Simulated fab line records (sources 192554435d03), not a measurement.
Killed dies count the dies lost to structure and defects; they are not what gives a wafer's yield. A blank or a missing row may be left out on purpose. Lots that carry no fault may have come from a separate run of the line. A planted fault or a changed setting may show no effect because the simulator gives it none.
fab line records | flow n5-finfet
record lots=7 wafers=21 last-day=17
route steps=1938 shown BEOL_M3@937 BEOL_M4@1111
lots with no fault: from the same line, run without faults
start-h: start of the lot's first displayed wafer, in hours after the record's first day | wait-h: time in hours since the lot's previous step | " the same as in the row above | L1.1+2: a row that stands for several wafers | - either no value or no given start | * or withheld: withheld | < > ~ a bound
route shown NAME@n: names a module that has steps shown in the file, with the first one's number in the route | usual: the fault-free wafers' mean and standard deviation | same: alike in all rows | chamber/n: place in a boat | sites: the reading at each site | _std_site: standard deviation of those values | _edge_site: outer sites' mean less inner sites' | radius-mm: for every site, how far away it sits from the centre of the wafer | mask NAME#n: copy n | behind: the tool/chamber that last shaped the wafer | hold: why the lot was held/for how many hours/how that ended | device: whichever transistor did not switch (one of n, p or np) | end of line: tests run on the same wafers once the route is complete | for a step that has no rows: nothing shown but its recipe | killed: dies lost to structure and defects at the first sort, not the wafer's yield | map: per-die view of a wafer (x killed, . not killed, _ where there is no die)
set.NAME: the setting as run; set.NAME@STEP: as run at that earlier step | model.NAME: the simulator's own value behind a step, which no gauge read
lots at selected steps of the route; one table per step, one row per wafer
services: the hour from which a tool's chamber was out of use, counted from the record's first day as start-h (under 0 if before that day), plus the number of hours and why
## steps
# step N5_BEOL_M3_COAT_73
# recipe resist=underlayer temp-c=205 time-s=60 spin-rpm=1500 resist-thk-nm=5
# step N5_BEOL_M3_COAT_05
# recipe resist=CAR-EUV spin-rpm=1500 resist-thk-nm=30
# step N5_BEOL_M3_EBR_07
# recipe solvent=PGMEA ebr-width-mm=1.5
# step N5_BEOL_M3_SOFTBAKE_06
# recipe temp-c=110 time-s=60 resist=CAR-EUV
# step N5_BEOL_M3_EXPOSE_08
# recipe mask-id=M3 na=0.33 source-shape=dipole sigma-inner=0.369 sigma-outer=0.767 polarization=unpolarized dose-mj=33
# step N5_BEOL_M3_PEB_09
# recipe peb-temp-c=100 peb-time-s=60 resist=CAR-EUV
# step N5_BEOL_M3_DEVELOP_10
# recipe develop-time-s=30 developer=TMAH resist=CAR-EUV rinse-liquid=surfactant-rinse dry=air-spin dev-temp-c=23
# step N5_BEOL_M3_CD_MEAS_11
# recipe target-cd-nm=17.05 landing-energy-ev=500 detector=se-inlens polarity=opening
# usual cd-nm=17.06/0.24
# columns lot.wafer tool chamber start-h wait-h cd-nm
L328.3 cd-sem-03 0 163.31 - 17.27
L328.4 " 0 " " 17.04
L328.5 " 0 " " 16.63
L336.1 cd-sem-03 0 213.29 - 17.05
L336.2 " 0 " " 16.83
L336.6 " 0 " " 17.43
L337.3 cd-sem-03 0 214.84 - 16.93
L337.4 " 0 " " 16.82
L337.6 " 0 " " 17.13
L338.4 cd-sem-01 0 218.74 - 17.04
L338.5 " 0 " " 16.93
L338.6 " 0 " " 17.10
L343.1 cd-sem-02 0 256.90 - 17.26
L343.4 " 0 " " 16.99
L343.5 " 0 " " 17.07
L345.1 cd-sem-01 0 265.88 - 16.66
L345.2 " 0 " " 16.72
L345.3 " 0 " " 16.66
L346.2 cd-sem-02 0 273.31 - 17.33
L346.3 " 0 " " 17.33
L346.6 " 0 " " 16.97
# step N5_BEOL_M3_OVL_MEAS_12
# recipe points-per-wafer=522
# usual M3_OVL=1.0/0.66
# columns lot.wafer tool chamber start-h wait-h M3_OVL[nm]
L328.3 overlay-02 0 163.35 0.0 0.5
L328.4 " 0 " " -0.6
L328.5 " 0 " " 0.4
L336.1 overlay-01 0 213.32 0.0 0.0
L336.2 " 0 " " 0.9
L336.6 " 0 " " 0.3
L337.3 overlay-02 0 214.88 0.0 1.3
L337.4 " 0 " " 1.1
L337.6 " 0 " " 0.5
L338.4 overlay-01 0 218.79 0.0 0.0
L338.5 " 0 " " 1.1
L338.6 " 0 " " 0.3
L343.1 overlay-01 0 256.93 0.0 2.2
L343.4 " 0 " " 1.0
L343.5 " 0 " " 1.2
L345.1 overlay-02 0 265.91 0.0 1.0
L345.2 " 0 " " 1.9
L345.3 " 0 " " 1.3
L346.2 overlay-01 0 273.34 0.0 0.9
L346.3 " 0 " " 0.5
L346.6 " 0 " " 1.2
# step N5_BEOL_M3_INSPECT_13
# recipe mode=adi inspect-instrument=brightfield
# usual raw-defect-count=427/91
# columns lot.wafer tool chamber start-h wait-h raw-defect-count
L328.3 defect-inspect-01 - 163.40 0.0 349
L328.4 " - " " 317
L328.5 " - " " 522
L336.1 defect-inspect-01 - 213.38 0.1 486
L336.2 " - " " 354
L336.6 " - " " 371
L337.3 defect-inspect-01 - 214.93 0.0 454
L337.4 " - " " 789
L337.6 " - " " 442
L338.4 defect-inspect-01 - 218.83 0.0 418
L338.5 " - " " 443
L338.6 " - " " 385
L343.1 defect-inspect-02 - 256.98 0.1 239
L343.4 " - " " 351
L343.5 " - " " 364
L345.1 defect-inspect-02 - 265.97 0.1 587
L345.2 " - " " 540
L345.3 " - " " 648
L346.2 defect-inspect-02 - 273.40 0.0 339
L346.3 " - " " 348
L346.6 " - " " 366
# step N5_BEOL_M3_DESCUM_16
# recipe chemistry=O2 time-s=7 source-power-w=50 bias-power-w=20 pressure-mtorr=20 rf-frequency-hz=2.712e+07 temp-c=40 resist=CAR-EUV o2-flow-sccm=225
# usual drypump-motor-current-A=5.8/0.36 oes-product-au=0.77/0.08 rf-fwd-power-W=49.41/0.23 rf-vpp-V=243.0/1.4 showerhead-plenum-p-Torr=2.08/0.079 throttle-valve-pct=20.51/0.21
# columns lot.wafer tool chamber start-h wait-h drypump-motor-current-A oes-product-au rf-fwd-power-W rf-hours-counter-h rf-vpp-V showerhead-plenum-p-Torr throttle-valve-pct
L328.3 rie-diel-06 1 163.43 0.0 6.4 0.91 49.51 25 245.1 2.23 20.32
L328.4 " 3 " " 6.0 0.95 49.55 7 241.5 2.05 20.23
L328.5 " 2 " " 5.9 0.69 49.83 - 243.0 2.06 20.70
L336.1 rie-diel-05 2 213.42 0.0 6.4 0.66 49.62 245 241.9 1.97 20.85
L336.2 " 0 " " 5.9 0.84 49.11 65 241.7 2.03 20.18
L336.6 " 0 " " 5.9 0.83 49.14 - 242.3 2.03 20.17
L337.3 rie-diel-01 1 215.10 0.2 5.6 0.71 49.30 231 242.9 2.15 20.62
L337.4 " 3 " " 5.5 0.72 49.27 217 240.6 1.98 20.44
L337.6 " 2 " " 6.1 0.78 48.94 - 243.9 2.09 20.71
L338.4 rie-diel-06 0 218.86 0.0 5.8 0.78 49.60 132 242.2 2.02 20.19
L338.5 " 1 " " 6.3 0.89 49.37 - 245.1 2.23 20.32
L338.6 " 2 " " 5.9 0.68 49.81 - 243.3 2.05 20.73
L343.1 rie-diel-05 1 257.02 0.0 6.1 0.73 49.41 198 244.2 2.16 20.65
L343.4 " 2 " " 6.4 0.95 49.49 1 244.8 2.23 20.50
L343.5 " 0 " " 5.9 0.82 48.98 - 241.7 2.03 20.17
L345.1 rie-diel-01 0 266.00 0.0 5.2 0.76 49.20 153 244.3 2.09 20.43
L345.2 " 3 " " 5.5 0.71 49.35 232 241.1 1.97 20.45
L345.3 " 1 " " 5.5 0.71 49.48 247 243.3 2.15 20.65
L346.2 rie-diel-01 1 273.43 0.0 5.5 0.70 49.15 250 244.4 2.14 20.65
L346.3 " 2 " " 6.0 0.77 49.23 160 243.9 2.09 20.72
L346.6 " 1 " " 5.5 0.70 49.22 - 244.4 2.15 20.64
# step N5_BEOL_M3_ETCH_74
# recipe chemistry=N2/H2 target=underlayer target-depth-a=65 mask-material=CAR-EUV time-s=5.2 ion-energy-ev=200 pressure-mtorr=30 source-w=840 bias-w=150 n2-flow-sccm=200 h2-flow-sccm=200 ends=cleared
# usual bias-w=150.0/0.41 chamber-pressure-mTorr=30.00/0.047 drypump-motor-current-A=5.8/0.36 etch-rf-on-time-s=5.22/0.065 oes-product-au=0.66/0.069 rf-fwd-power-W=819.2/2.7 rf-vpp-V=523.5/2.7 showerhead-plenum-p-Torr=2.53/0.092 throttle-valve-pct=17.95/0.23
# columns lot.wafer tool chamber start-h wait-h bias-w chamber-pressure-mTorr drypump-motor-current-A etch-rf-on-time-s oes-product-au rf-fwd-power-W rf-hours-counter-h rf-vpp-V showerhead-plenum-p-Torr throttle-valve-pct
L328.3 rie-diel-06 1 163.47 0.0 149.7 30.00 6.3 5.13 0.78 820.8 25 527.5 2.71 17.78
L328.4 " 3 " " 150.7 30.07 6.0 5.14 0.82 820.5 7 522.6 2.50 17.75
L328.5 " 2 " " 149.2 29.99 5.9 5.32 0.58 819.9 - 524.7 2.51 18.25
L336.1 rie-diel-05 2 213.45 0.0 150.1 29.97 6.4 5.31 0.56 821.5 245 520.4 2.40 18.35
L336.2 " 0 " " 149.7 29.99 5.9 5.26 0.70 820.0 65 520.7 2.47 17.58
L336.6 " 0 " " 149.5 29.93 5.9 5.23 0.72 817.3 - 522.6 2.47 17.57
L337.3 rie-diel-01 1 215.13 0.0 150.3 29.98 5.5 5.20 0.61 821.0 231 525.6 2.61 18.01
L337.4 " 3 " " 150.5 30.02 5.4 5.10 0.63 816.0 217 521.2 2.41 17.94
L337.6 " 2 " " 149.7 30.03 6.1 5.17 0.67 819.8 - 525.1 2.54 18.06
L338.4 rie-diel-06 0 218.90 0.0 150.1 30.06 5.8 5.26 0.66 821.3 132 523.0 2.44 17.53
L338.5 " 1 " " 150.4 30.07 6.3 5.19 0.75 818.1 - 527.5 2.70 17.82
L338.6 " 2 " " 150.3 29.99 5.9 5.36 0.58 819.3 - 524.4 2.51 18.31
L343.1 rie-diel-05 1 257.05 0.0 150.2 29.96 6.1 5.21 0.61 816.0 198 524.7 2.63 18.08
L343.4 " 2 " " 149.9 30.02 6.4 5.24 0.81 819.9 1 528.7 2.71 17.96
L343.5 " 0 " " 149.5 29.92 5.9 5.16 0.70 823.6 - 520.9 2.47 17.59
L345.1 rie-diel-01 0 266.04 0.0 150.6 29.97 5.3 5.19 0.64 820.2 153 524.3 2.54 17.88
L345.2 " 3 " " 149.6 30.01 5.4 5.14 0.61 820.8 232 519.6 2.41 18.02
L345.3 " 1 " " 150.0 29.90 5.6 5.18 0.60 818.8 247 526.7 2.60 18.03
L346.2 rie-diel-01 1 273.46 0.0 150.1 29.99 5.5 5.25 0.59 820.0 250 524.4 2.60 17.99
L346.3 " 2 " " 149.0 29.97 6.1 5.28 0.65 821.1 160 525.6 2.53 18.07
L346.6 " 1 " " 149.8 29.99 5.6 5.22 0.59 819.2 - 525.1 2.60 18.05
# step N5_BEOL_M3_ETCH_63
# recipe chemistry=CF4 target=SiARC target-depth-a=156 mask-material=CAR-EUV time-s=26 ion-energy-ev=80 pressure-mtorr=40 source-w=545 bias-w=36 Ar_flow_sccm=100 cf4-flow-sccm=100 ends=cleared
# usual bias-w=36.00/0.092 cf4-flow-sccm=100.0/0.33 drypump-motor-current-A=5.8/0.36 etch-rf-on-time-s=26.0/0.37 oes-product-au=0.66/0.07 rf-fwd-power-W=532.5/2.3 rf-vpp-V=184.0/1.2 showerhead-plenum-p-Torr=2.13/0.073 throttle-valve-pct=15.71/0.24
# columns lot.wafer tool chamber start-h wait-h bias-w cf4-flow-sccm drypump-motor-current-A etch-rf-on-time-s oes-product-au rf-fwd-power-W rf-hours-counter-h rf-vpp-V showerhead-plenum-p-Torr throttle-valve-pct model.CAR-EUV_of_BEOL_M3_COAT_05.thk-nm
L328.3 rie-diel-06 1 163.48 0.0 35.75 100.3 6.3 25.4 0.78 531.3 25 184.8 2.27 15.39 11
L328.4 " 3 " " 35.89 100.5 6.0 25.5 0.83 531.4 7 184.7 2.11 15.41 11.2
L328.5 " 2 " " 35.98 100.6 5.9 26.5 0.59 537.0 - 183.7 2.11 15.93 11
L336.1 rie-diel-05 2 213.47 0.0 - - - - - - - - - - 20.4
L336.2 " 0 " " - - - - - - - - - - 20.4
L336.6 " 0 " " - - - - - - - - - - 20.4
L337.3 rie-diel-01 1 215.15 0.0 - - - - - - - - - - 20.4
L337.4 " 3 " " - - - - - - - - - - 20.4
L337.6 " 2 " " - - - - - - - - - - 20.4
L338.4 rie-diel-06 0 218.91 0.0 - - - - - - - - - - 20.2
L338.5 " 1 " " - - - - - - - - - - 20.2
L338.6 " 2 " " - - - - - - - - - - 20.2
L343.1 rie-diel-05 1 257.07 0.0 36.06 100.3 6.1 25.8 0.63 530.3 198 185.4 2.21 15.91 11.2
L343.4 " 2 " " 36.04 100.7 6.4 26.0 0.81 533.3 1 186.6 2.27 15.59 11
L343.5 " 0 " " 36.04 100.0 5.9 26.1 0.70 530.8 - 183.5 2.09 15.41 11.4
L345.1 rie-diel-01 0 266.05 0.0 35.87 100.7 5.3 26.1 0.64 531.9 153 183.9 2.14 15.58 11
L345.2 " 3 " " 35.92 100.6 5.5 25.8 0.61 531.5 232 183.7 2.04 15.77 11.2
L345.3 " 1 " " 35.86 99.6 5.5 26.2 0.60 531.1 247 184.4 2.19 15.87 11
L346.2 rie-diel-01 1 273.48 0.0 36.09 99.8 5.5 25.6 0.61 531.8 250 185.8 2.19 15.86 11.2
L346.3 " 2 " " 36.03 99.7 6.1 26.0 0.65 532.3 160 183.6 2.15 15.95 11.2
L346.6 " 1 " " 36.03 100.0 5.5 25.6 0.60 532.9 - 185.0 2.19 15.89 11.2
# step N5_BEOL_M3_ETCH_64
# recipe chemistry=N2/H2 target=SOC target-depth-a=750 overetch-a=150 mask-material=SiARC temp-c=40 time-s=112.5 ion-energy-ev=200 pressure-mtorr=30 source-w=840 bias-w=150 n2-flow-sccm=200 h2-flow-sccm=200
# usual bias-w=150.0/0.46 chamber-pressure-mTorr=29.999/0.028 drypump-motor-current-A=5.8/0.36 oes-product-au=0.61/0.061 rf-fwd-power-W=836.5/2.4 rf-vpp-V=523.6/2.7 showerhead-plenum-p-Torr=2.53/0.092 throttle-valve-pct=17.91/0.23
# columns lot.wafer tool chamber start-h wait-h bias-w chamber-pressure-mTorr drypump-motor-current-A oes-product-au rf-fwd-power-W rf-hours-counter-h rf-vpp-V showerhead-plenum-p-Torr throttle-valve-pct
L328.3 rie-diel-06 1 163.51 0.0 150.1 29.979 6.4 0.71 839.1 25 528.6 2.71 17.74
L328.4 " 3 " " 149.4 29.978 6.0 0.75 838.8 7 522.7 2.50 17.68
L328.5 " 2 " " 149.7 30.044 5.9 0.56 837.0 - 523.0 2.51 18.22
L336.1 rie-diel-05 2 213.49 0.0 149.6 30.041 6.3 0.25 834.5 245 520.2 2.40 18.26
L336.2 " 0 " " 149.9 29.958 5.9 0.31 831.4 65 521.5 2.48 17.51
L336.6 " 0 " " 150.5 29.978 5.9 0.32 833.7 - 521.9 2.48 17.48
L337.3 rie-diel-01 1 215.18 0.0 149.3 29.997 5.6 0.27 835.9 231 525.4 2.61 17.93
L337.4 " 3 " " 150.5 29.989 5.5 0.27 835.3 217 520.8 2.41 17.87
L337.6 " 2 " " 150.2 29.963 6.1 0.29 837.9 - 523.3 2.54 17.97
L338.4 rie-diel-06 0 218.94 0.0 149.1 30.024 5.8 0.29 834.0 132 520.7 2.44 17.46
L338.5 " 1 " " 150.5 29.982 6.4 0.33 834.6 - 527.9 2.70 17.72
L338.6 " 2 " " 149.8 30.001 5.9 0.26 839.4 - 522.7 2.51 18.23
L343.1 rie-diel-05 1 257.10 0.0 150.3 29.999 6.1 0.58 833.7 198 525.9 2.63 18.05
L343.4 " 2 " " 150.5 29.968 6.4 0.76 835.5 1 527.8 2.71 17.88
L343.5 " 0 " " 150.0 29.987 5.9 0.66 836.2 - 520.6 2.47 17.57
L345.1 rie-diel-01 0 266.08 0.0 149.7 29.994 5.2 0.60 835.0 153 524.9 2.54 17.82
L345.2 " 3 " " 149.1 29.985 5.5 0.56 833.4 232 518.7 2.41 17.94
L345.3 " 1 " " 150.0 29.963 5.6 0.56 838.1 247 524.5 2.60 18.00
L346.2 rie-diel-01 1 273.51 0.0 150.2 30.022 5.5 0.56 838.3 250 526.5 2.60 17.99
L346.3 " 2 " " 150.2 29.998 6.1 0.61 835.9 160 522.6 2.53 18.04
L346.6 " 1 " " 150.0 30.015 5.5 0.56 835.1 - 525.6 2.60 18.00
# step N5_BEOL_M3_STRIP_65
# recipe chemistry=N2/H2 temp-c=40 n2-flow-sccm=200 h2-flow-sccm=200 rf-frequency-hz=6e+07
# step N5_BEOL_M3_STRIP_75
# recipe chemistry=N2/H2 temp-c=40 n2-flow-sccm=200 h2-flow-sccm=200 rf-frequency-hz=6e+07
# step N5_BEOL_M3_STRIP_66
# recipe chemistry=CF4 resist=SiARC power-w=300 bias-power-w=75 pressure-mtorr=50 cf4-flow-sccm=150 rf-frequency-hz=6e+07
# usual drypump-motor-current-A=5.8/0.36 oes-product-au=0.76/0.076 rf-fwd-power-W=292.6/0.84 rf-vpp-V=271.0/1.6 showerhead-plenum-p-Torr=1.79/0.061 throttle-valve-pct=13.69/0.25
# columns lot.wafer tool chamber start-h wait-h drypump-motor-current-A oes-product-au rf-fwd-power-W rf-hours-counter-h rf-vpp-V showerhead-plenum-p-Torr throttle-valve-pct
L328.3 rie-diel-06 1 163.64 0.0 6.4 0.90 291.9 25 272.9 1.90 13.36
L328.4 " 3 " " 5.9 0.94 291.4 7 270.6 1.77 13.36
L328.5 " 2 " " 5.9 0.69 292.2 - 270.6 1.77 13.92
L336.1 rie-diel-05 2 213.62 0.0 6.4 0.67 290.6 245 270.0 1.70 14.07
L336.2 " 0 " " 5.9 0.83 291.1 65 270.0 1.75 13.36
L336.6 " 0 " " 5.9 0.83 291.7 - 269.1 1.75 13.36
L337.3 rie-diel-01 1 215.31 0.0 5.5 0.71 292.9 231 272.5 1.84 13.87
L337.4 " 3 " " 5.5 0.72 292.5 217 270.0 1.71 13.74
L337.6 " 2 " " 6.1 0.77 292.8 - 270.8 1.80 13.86
L338.4 rie-diel-06 0 219.07 0.0 5.8 0.77 293.0 132 270.1 1.74 13.38
L338.5 " 1 " " 6.4 0.87 292.6 - 272.5 1.90 13.38
L338.6 " 2 " " 5.9 0.68 292.0 - 270.7 1.77 13.96
L343.1 rie-diel-05 1 257.23 0.0 6.1 0.72 293.1 198 272.8 1.85 13.89
L343.4 " 2 " " 6.3 0.94 291.6 1 275.0 1.90 13.53
L343.5 " 0 " " 5.9 0.81 292.0 - 269.6 1.75 13.41
L345.1 rie-diel-01 0 266.21 0.0 5.3 0.74 293.5 153 269.5 1.79 13.55
L345.2 " 3 " " 5.4 0.70 292.1 232 269.4 1.71 13.79
L345.3 " 1 " " 5.5 0.70 291.8 247 271.3 1.84 13.90
L346.2 rie-diel-01 1 273.64 0.0 5.5 0.69 293.7 250 272.6 1.84 13.89
L346.3 " 2 " " 6.1 0.76 292.4 160 270.0 1.80 13.92
L346.6 " 1 " " 5.5 0.70 293.1 - 271.0 1.84 13.90
# step N5_BEOL_M3_HM_OPEN_17
# recipe chemistry=Cl2/BCl3 target-depth-a=200 overetch-a=60 target=TiN mask-material=SOC ion-energy-ev=150 pressure-mtorr=10 icp-w=1000 bias-w=126 Cl2_flow_sccm=53.25 bcl3-flow-sccm=21.75 Ar_flow_sccm=25
# usual bias-w=126.0/0.34 drypump-motor-current-A=5.5/0.66 oes-product-au=0.66/0.052 rf-fwd-power-W=993/4.2 throttle-valve-pct=22.12/0.22
# columns lot.wafer tool chamber start-h wait-h bias-w drypump-motor-current-A oes-product-au rf-fwd-power-W rf-hours-counter-h throttle-valve-pct
L328.3 rie-metal-01 0 163.71 0.1 126.3 6.1 0.65 998 - 21.67
L328.4 " 1 " " 126.1 5.4 0.60 988 - 22.19
L328.5 " 1 " " 126.6 5.4 0.60 992 - 22.18
L336.1 rie-metal-02 0 213.77 0.1 126.0 6.4 0.31 987 23 22.83
L336.2 " 0 " " 125.6 6.4 0.31 985 - 22.84
L336.6 " 0 " " 125.9 6.4 0.31 988 - 22.84
L337.3 rie-metal-02 0 215.41 0.1 126.6 6.4 0.31 988 - 22.85
L337.4 " 0 " " 126.1 6.4 0.32 990 - 22.84
L337.6 " 0 " " 125.6 6.4 0.32 987 - 22.85
L338.4 rie-metal-02 0 219.39 0.3 125.7 6.4 0.31 986 - 22.83
L338.5 " 0 " " 126.8 6.4 0.32 989 - 22.84
L338.6 " 0 " " 125.8 6.4 0.32 989 - 22.85
L343.1 rie-metal-03 1 257.27 0.0 125.7 4.7 0.66 993 46 22.12
L343.4 " 0 " " 126.3 4.8 0.64 995 - 22.37
L343.5 " 1 " " 125.8 4.7 0.66 995 - 22.12
L345.1 rie-metal-01 1 266.26 0.0 125.5 5.4 0.60 992 76 22.20
L345.2 " 0 " " 125.9 6.1 0.65 992 48 21.69
L345.3 " 0 " " 126.1 6.1 0.64 991 - 21.69
L346.2 rie-metal-01 0 273.68 0.0 125.6 6.1 0.64 996 49 21.70
L346.3 " 1 " " 126.1 5.4 0.60 997 - 22.19
L346.6 " 1 " " 126.0 5.4 0.59 996 - 22.19
# step N5_BEOL_M3_STRIP_19
# recipe chemistry=O2 power-w=400 temp-c=40 pressure-mtorr=30 rf-frequency-hz=6e+07 bias-power-w=0 overash-fraction=0.2 o2-flow-sccm=225
# usual drypump-motor-current-A=5.8/0.36 oes-product-au=0.78/0.075 rf-vpp-V=3.7/0.54 showerhead-plenum-p-Torr=2.09/0.074 throttle-valve-pct=16.73/0.21
# columns lot.wafer tool chamber start-h wait-h drypump-motor-current-A oes-product-au rf-hours-counter-h rf-vpp-V showerhead-plenum-p-Torr throttle-valve-pct
L328.3 rie-diel-06 0 163.80 0.1 5.8 0.80 117 2.9 2.03 16.43
L328.4 " 2 " " 5.9 0.69 226 3.7 2.07 16.97
L328.5 " 1 " " 6.4 0.92 - 3.0 2.24 16.52
L336.1 rie-diel-06 0 213.97 0.2 5.8 0.79 130 3.9 2.03 16.47
L336.2 " 3 " " 6.0 0.92 22 3.4 2.05 16.48
L336.6 " 0 " " 5.8 0.78 - 3.8 2.03 16.46
L337.3 rie-diel-01 3 215.55 0.1 5.5 0.72 217 3.0 1.98 16.74
L337.4 " 1 " " 5.5 0.72 231 3.8 2.16 16.91
L337.6 " 1 " " 5.6 0.71 - 3.1 2.16 16.91
L338.4 rie-diel-01 1 219.50 0.1 5.5 0.71 233 3.3 2.15 16.91
L338.5 " 1 " " 5.5 0.71 - 2.9 2.16 16.89
L338.6 " 2 " " 6.1 0.78 - 3.4 2.10 16.95
L343.1 rie-diel-01 0 257.38 0.1 5.3 0.76 150 4.5 2.10 16.65
L343.4 " 0 " " 5.3 0.76 - 2.7 2.10 16.65
L343.5 " 3 " " 5.5 0.71 - 3.2 1.98 16.77
L345.1 rie-diel-01 2 266.37 0.1 6.1 0.77 158 4.0 2.09 16.98
L345.2 " 1 " " 5.5 0.70 247 4.4 2.15 16.92
L345.3 " 0 " " 5.2 0.76 153 4.2 2.10 16.67
L346.2 rie-diel-05 0 273.79 0.1 5.9 0.81 85 3.4 2.03 16.44
L346.3 " 2 " " 6.4 0.93 6 3.6 2.23 16.69
L346.6 " 2 " " 6.4 0.94 - 3.9 2.23 16.69
# step N5_BEOL_M3_CD_MEAS_18
# recipe pitch-nm=36 target-cd-nm=18
# usual cd-nm=17.98/0.28
# columns lot.wafer tool chamber start-h wait-h cd-nm
L328.3 cd-sem-01 - 163.87 0.1 17.81
L328.4 " - " " 18.75
L328.5 " - " " 17.72
L336.1 cd-sem-01 - 214.04 0.0 -
L336.2 " - " " -
L336.6 " - " " -
L337.3 cd-sem-03 - 215.62 0.1 -
L337.4 " - " " -
L337.6 " - " " -
L338.4 cd-sem-01 - 219.57 0.1 -
L338.5 " - " " -
L338.6 " - " " -
L343.1 cd-sem-02 - 257.45 0.0 18.26
L343.4 " - " " 18.01
L343.5 " - " " 18.21
L345.1 cd-sem-02 - 266.44 0.0 17.52
L345.2 " - " " 17.15
L345.3 " - " " 17.64
L346.2 cd-sem-01 - 273.86 0.1 18.22
L346.3 " - " " 17.76
L346.6 " - " " 18.00
# step N5_BEOL_M3_COAT_67
# recipe resist=SOC temp-c=250 time-s=60 spin-rpm=1500 resist-thk-nm=60
# step N5_BEOL_M4_RC_MEAS_101
# usual DIBL_N=36.2/1.4 DIBL_P=36.1/1.5 IOFF_N=0.153/0.02 IOFF_P=0.215/0.03 ION_N=672/8.6 ION_P=463/6.8 SS_N=71.5/0.47 SS_P=73.3/0.57 VT_N=250.6/2.4 VT_P=-249/3.2
# columns lot.wafer tool chamber start-h wait-h DIBL_N[mV/V] DIBL_P[mV/V] IOFF_N[nA/um] IOFF_P[nA/um] ION_N[uA/um] ION_P[uA/um] SS_N[mV/dec] SS_P[mV/dec] VT_N[mV] VT_P[mV]
L328.3 prober-01 0 179.43 0.3 36.5 35.2 0.152 0.208 687 467 71.3 73.0 248.7 -249
L328.4 " 0 " " 38.1 37.0 0.178 0.239 680 459 71.5 73.4 245.5 -247
L328.5 " 0 " " 36.6 35.4 0.160 0.210 678 464 71.4 73.2 248.0 -247
L343.1 prober-02 0 276.67 0.0 35.3 35.4 0.147 0.192 681 460 71.3 73.7 252.0 -251
L343.4 " 0 " " 36.0 35.4 0.149 0.187 670 458 71.4 73.6 250.4 -253
L343.5 " 0 " " 36.3 36.3 0.156 0.206 672 457 72.0 73.4 251.8 -252
L345.1 prober-02 0 286.65 0.0 34.9 35.0 0.122 0.182 658 455 71.6 72.9 254.1 -256
L345.2 " 0 " " 34.4 35.0 0.121 0.175 658 461 71.9 72.4 252.2 -252
L345.3 " 0 " " 35.4 35.5 0.130 0.185 666 460 71.5 72.8 251.6 -252
L346.2 prober-02 0 297.27 0.2 36.8 36.1 0.164 0.239 677 469 71.0 73.4 250.0 -250
L346.3 " 0 " " 37.4 37.5 0.182 0.253 680 470 71.2 73.8 247.1 -246
L346.6 " 0 " " 37.6 37.7 0.180 0.263 677 468 71.3 74.3 247.9 -248
## services
# columns tool chamber start-h hours kind
rie-metal-03 - 149.47 16.2 repair
rie-diel-05 2 154.96 3.7 repair
rie-diel-01 3 156.15 22.7 repair
rie-diel-06 2 158.83 4.2 repair
rie-metal-02 1 175.71 1.0 repair
rie-metal-02 - 190.94 2.8 pm
rie-metal-01 - 210.31 14.6 pm
rie-metal-03 0 212.50 9.5 repair
rie-diel-06 1 212.61 5.3 repair
rie-metal-01 - 224.91 28.1 pm
rie-diel-05 2 235.25 4.6 repair
rie-diel-05 2 240.09 - clean
rie-diel-05 2 240.09 - consumable-replace:focus-ring
rie-diel-05 2 240.09 - consumable-replace:showerhead
rie-diel-05 2 240.09 13.4 scheduled-down
rie-diel-05 2 240.09 13.4 vent-cycle
rie-diel-06 2 246.36 - clean
rie-diel-06 2 246.36 - consumable-replace:focus-ring
rie-diel-06 2 246.36 27.1 scheduled-down
rie-diel-06 2 246.36 27.1 vent-cycle
rie-metal-02 0 246.38 7.4 repair
rie-metal-02 - 261.59 17.4 repair
rie-metal-03 0 263.45 13.8 repair
rie-metal-03 - 269.27 1.2 repair
## key
first-sign step=N5_BEOL_M3_ETCH_63 reading=tool-record direction=missing
effect step=N5_BEOL_M3_ETCH_64 reading=oes-product-au direction=down sigmas=5.3 usual=0.61 struck=0.29
effect step=N5_BEOL_M3_HM_OPEN_17 reading=oes-product-au direction=down sigmas=6.6 usual=0.66 struck=0.31
effect step=N5_BEOL_M3_CD_MEAS_18 reading=cd-nm direction=missing
model-effect step=N5_BEOL_M3_ETCH_63 value=CAR-EUV_of_BEOL_M3_COAT_05.thk-nm without=11.13 struck=20.33
met-at N5_BEOL_M3_ETCH_63
struck-wafers L336.1,L336.2,L336.6,L337.3,L337.4,L337.6,L338.4,L338.5,L338.6
later-rows-left-out L336.1,L336.2,L336.6,L337.3,L337.4,L337.6,L338.4,L338.5,L338.6
sort-left-out L336.1,L336.2,L336.6,L337.3,L337.4,L337.6,L338.4,L338.5,L338.6
onset-between 163.48 213.47
fault kind=skipped-step-whole tool=rie-diel-01,rie-diel-05,rie-diel-06 chamber=- onset-h=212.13 steps=N5_BEOL_M3_ETCH_63 scope=struck-lots-only
# sort-left-out: the simulated sort isn't trusted on such a fault, so these wafers' sort isn't shown, and their yield isn't known
# later-rows-left-out: the simulator's readings of these wafers behind a module that went badly wrong aren't trusted and aren't shown, but for the sort
